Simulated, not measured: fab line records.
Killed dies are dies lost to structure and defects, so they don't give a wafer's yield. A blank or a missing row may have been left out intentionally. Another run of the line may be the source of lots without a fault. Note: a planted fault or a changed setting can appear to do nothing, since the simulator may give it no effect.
Chamber matching | flow n5 finfet | N5_BEOL_M3_DESCUM_33 on rie diel-05 has 4 sister chambers
The step chemistry O2, time 7 s. 4 wafers are shown with their chamber, then 10 later ones without.

== WAFERS WITH THEIR CHAMBER ==
wafer  | chamber | drypump motor current A (A)
L087.6 | 0       | 5.2
L089.5 | 2       | 5.7
L093.1 | 1       | 5.8
L093.3 | 3       | 5.7

== WAFERS MISSING THEIR CHAMBER ==
wafer  | drypump motor current A (A)
L093.6 | 5.8
L095.1 | 5.8
L095.2 | 5.2
L095.5 | 5.8
L097.2 | 5.8
L097.5 | 5.3
L097.6 | 5.8
L096.1 | 5.8
L096.5 | 5.7
L096.6 | 5.8

== EACH ONE'S CHAMBER ==
wafer  | from the rows above     | in truth
L093.6 | 1                       | 1
L095.1 | 1                       | 1
L095.2 | 0                       | 0
L095.5 | 1                       | 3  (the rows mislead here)
L097.2 | 1                       | 1
L097.5 | 0                       | 0
L097.6 | 1                       | 1
L096.1 | 1                       | 1
L096.5 | can't be placed: 2 or 3 | 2
L096.6 | 1                       | 1
Placed correctly: 8 of 10. Cannot be placed on the basis of these rows: 1; the candidates contain the true chamber in 1. Placed wrongly: 1.
How it was worked out, from the rows above alone: a wafer's distance from a chamber is the root of the sum, over the readings, of the square of ((its reading less the chamber's mean) divided by the reading's scatter). If the next closest chamber is less than 2 further off than the closest, the wafer can't be placed; otherwise it belongs to the closest. Each chamber's mean is taken over the wafers shown for it. The scatter (one wafer shown for each chamber): square how far every hidden wafer sits from the nearest shown wafer, average those squares and take the square root.
